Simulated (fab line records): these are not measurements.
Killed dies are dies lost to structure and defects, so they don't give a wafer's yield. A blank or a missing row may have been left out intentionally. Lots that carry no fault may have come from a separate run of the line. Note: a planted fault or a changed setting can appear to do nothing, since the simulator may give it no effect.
Problem report in the 8D (eight disciplines) form, filled by code + flow n5-finfet + the parts of the form that need people (team, actions taken, sign-off) are left out

== 1. WHAT IS WRONG ==
Wafers without a fault read 1500.0 rpm, standard deviation 1.1; spin-speed-rpm at N5_FIN_SAQP_COAT_50 reads a mean of 1425.5 rpm on 9 wafers belonging to 3 lots. That puts it -68 standard deviations away from the usual mean.
The step: time 60 s, resist thk 35 nm.
Seen first at day 5 23:02 on litho-track-01, wafer L894.3. Wafers with a number at this step in the record: 30, from 10 lots. Rule for "out" (also "out of limits"): further than 4 standard deviations from the usual mean. The other wafers with a number count as sound.

== 2. WHAT THIS IS AND IS NOT ==
| question                    | is                     | is not                                   |
|-----------------------------|------------------------|------------------------------------------|
| which readings at this step | spin-speed-rpm         | -                                        |
| which lots                  | L894, L895, L898       | L878, L879, L884, L885, L886, L888, L891 |
| which wafers of those lots  | all that have a number | -                                        |
| read on which tools         | litho-track-01         | litho-track-02, litho-track-03           |
| when                        | from day 5 23:02       | up to then (21 sound wafers)             |

== 3. SUSPECTS, AND WHAT RULES EACH OUT ==
Counting: a tool at a process step up to the reading stays a suspect if it ran every lot that is out and no sound lot after the first of them.
- litho-track-01 at N5_FIN_SAQP_COAT_50 (time 60 s, resist thk 35 nm): kept. It ran every lot that is out, first L894 (day 5 23:02), and no sound lot after that; its last sound lot up to then is L885 (day 3 15:31). On those wafers its own readings are out: spin-speed-rpm.
Remaining after the count: litho-track-01 at N5_FIN_SAQP_COAT_50.

== 4. THE CAUSE (what the simulator had put in) ==
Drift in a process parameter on litho-track-01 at N5_FIN_SAQP_COAT_50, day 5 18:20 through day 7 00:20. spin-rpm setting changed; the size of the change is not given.
This tool alone remained once counting was done.

== 5. THE CHAIN OF EFFECTS, in route order ==
Rows list readings where the struck wafers' mean (over those with a number) sits beyond 3 standard deviations from the usual. Scope: only readings with a usual standard deviation given in the record; hours: median across lots of the time from each lot's start at the first step in this table that gives one to its start at this step; sigmas: change in usual standard deviations.
| hours | step                | reading        | usual      | on struck wafers | change | sigmas |
|-------|---------------------|----------------|------------|------------------|--------|--------|
| 0     | N5_FIN_SAQP_COAT_50 | spin-speed-rpm | 1500.0 rpm | 1425.5           | -74.5  | -68    |
Process steps it contains:
- N5_FIN_SAQP_COAT_50: time 60 s, resist thk 35 nm.
Later steps that measure or inspect, where all struck wafers having a row at the step show a number for every such reading and not one has moved that far: N5_BEOL_M4_RC_MEAS_101.

== 6. HOW IT WOULD HAVE BEEN CAUGHT EARLIER ==
In this record the first reading out of limits was taken at day 5 23:02, 5 hours after the fault began at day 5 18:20.
